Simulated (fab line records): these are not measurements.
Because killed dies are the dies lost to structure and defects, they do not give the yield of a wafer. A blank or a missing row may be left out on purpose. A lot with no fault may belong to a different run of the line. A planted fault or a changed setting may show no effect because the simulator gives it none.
A struck lot beside a sound one :: flow nand-harc :: 14 steps out of a route of 1302
Sound: wafers L270.2, L270.4, L270.5. Struck: wafers L272.1, L272.3, L272.4. At the end, the cause is stated.
Order at every step that has rows: each side's tool, ch and its chambers, its first start. Under that, the readings that differ: sound wafers :: struck wafers :: difference of the means :: sigmas: that difference in standard deviations of wafers without a fault.
alike: a reading whose means differ by less than 2 such deviations, as well as words and numbers matching on both sides. not compared: withheld readings; readings where some wafer has no value; bounds like >300 that might hide an equal value; numbers whose values overlap and for which the record gives no deviation.
The two part at a step that has a row with sigmas, a row that says differs or no value, or rows on one side only. Numbers that have no deviation but don't overlap get no sigmas and don't part them. A reading missing from all wafers of one side parts the sides only when that side holds two or more wafers.

NHARC_P_CONTACT_ETCH_35: etches the open film in CF4, target depth 39 nm, time 65 s.
  sound on rie-diel-04 ch 0,2, day 11 11:40; struck on rie-diel-04 ch 1,3, day 12 02:40
  alike: drypump-motor-current-A, oes-product-au, rf-vpp-V, showerhead-plenum-p-Torr, throttle-valve-pct
  not compared: rf-hours-counter-h
NHARC_P_CONTACT_ETCH_36: etches the open film in N2/H2, target depth 260 nm, time 406.25 s.
  sound on rie-diel-04 ch 0,2,3; struck on rie-diel-04 ch 1,3
  alike: drypump-motor-current-A, oes-product-au, rf-vpp-V, showerhead-plenum-p-Torr, throttle-valve-pct
  not compared: rf-hours-counter-h
NHARC_P_CONTACT_ETCH_18: etches the open film in C4F8/O2/Ar, target depth 481 nm, time 240.5 s.
  sound on rie-diel-04 ch 0,2,3; struck on rie-diel-04 ch 2,3
  alike: oes-product-au, rf-vpp-V
  not compared: rf-hours-counter-h
then, 1 step without rows for these wafers: NHARC_P_CONTACT_STRIP_37 (strips in C4F8/O2/Ar).
NHARC_P_CONTACT_ETCH_31: etches the open film in CH3F/O2, target depth 30 nm, time 85.7 s.
  sound on rie-diel-04 ch 0,2; struck on rie-diel-04 ch 1,3
reading: throttle-valve-pct (%)
sound: 20.658 20.647 20.638
struck: 20.672 20.667 20.672
difference: +0.023
sigmas: +2
  alike: drypump-motor-current-A, oes-product-au, rf-vpp-V, showerhead-plenum-p-Torr
  not compared: rf-hours-counter-h
NHARC_P_CONTACT_CD_MEAS_19:
  sound on cd-sem-01 at day 11 12:35; struck on cd-sem-02 at day 12 03:35
  alike: cd-nm
NHARC_P_CONTACT_STRIP_28: strips in O2.
  sound on rie-diel-07 ch 1,2,3, day 11 12:40; struck on rie-diel-07 ch 0,1,2, day 12 03:39
  alike: drypump-motor-current-A, oes-product-au, rf-vpp-V, showerhead-plenum-p-Torr, throttle-valve-pct
  not compared: rf-hours-counter-h
then, 5 steps without rows for these wafers: NHARC_P_CONTACT_STRIP_29 (strips in post etch residue remover, time 1200 s); NHARC_P_CONTACT_DEGAS_38 (time 60 s); NHARC_P_CONTACT_PRE_CLEAN_39 (time 19.5 s); NHARC_P_CONTACT_PVD_32 (deposits Ti, target thk 5 nm, time 17.7 s); NHARC_P_CONTACT_ALD_22 (deposits TiN, target thk 3 nm, pulse time 1 s, ald cycles 150).
NHARC_P_CONTACT_CVD_23: deposits W, target thk 200 nm, time 557 s.
  sound on cvd-w-01 ch 0,1, day 11 13:44; struck on cvd-w-01 ch 0,1, day 12 05:37
  alike: chamber-pressure-Torr, heater-power-w, throttle-valve-pct
NHARC_P_CONTACT_CMP_24: polishes, t overpolish 30 s, target thk 200 nm.
  sound on cmp-01 ch 0,1,3, day 11 14:26; struck on cmp-01 ch 0,1,3, day 12 06:23
reading: overpolish-run-s (s)
sound: 29.993 29.988 29.989
struck: 30.015 30.010 30.013
difference: +0.023
sigmas: +2

reading: time-to-endpoint-s (s)
sound: 36.3 37.8 35.9
struck: 77.1 75.9 78.6
difference: +40.5
sigmas: +17
  alike: motor-current-A

WHERE THEY PART
Last at NHARC_P_CONTACT_CMP_24 as far as this record goes, first at NHARC_P_CONTACT_ETCH_31.

WHY: what the simulator had put in
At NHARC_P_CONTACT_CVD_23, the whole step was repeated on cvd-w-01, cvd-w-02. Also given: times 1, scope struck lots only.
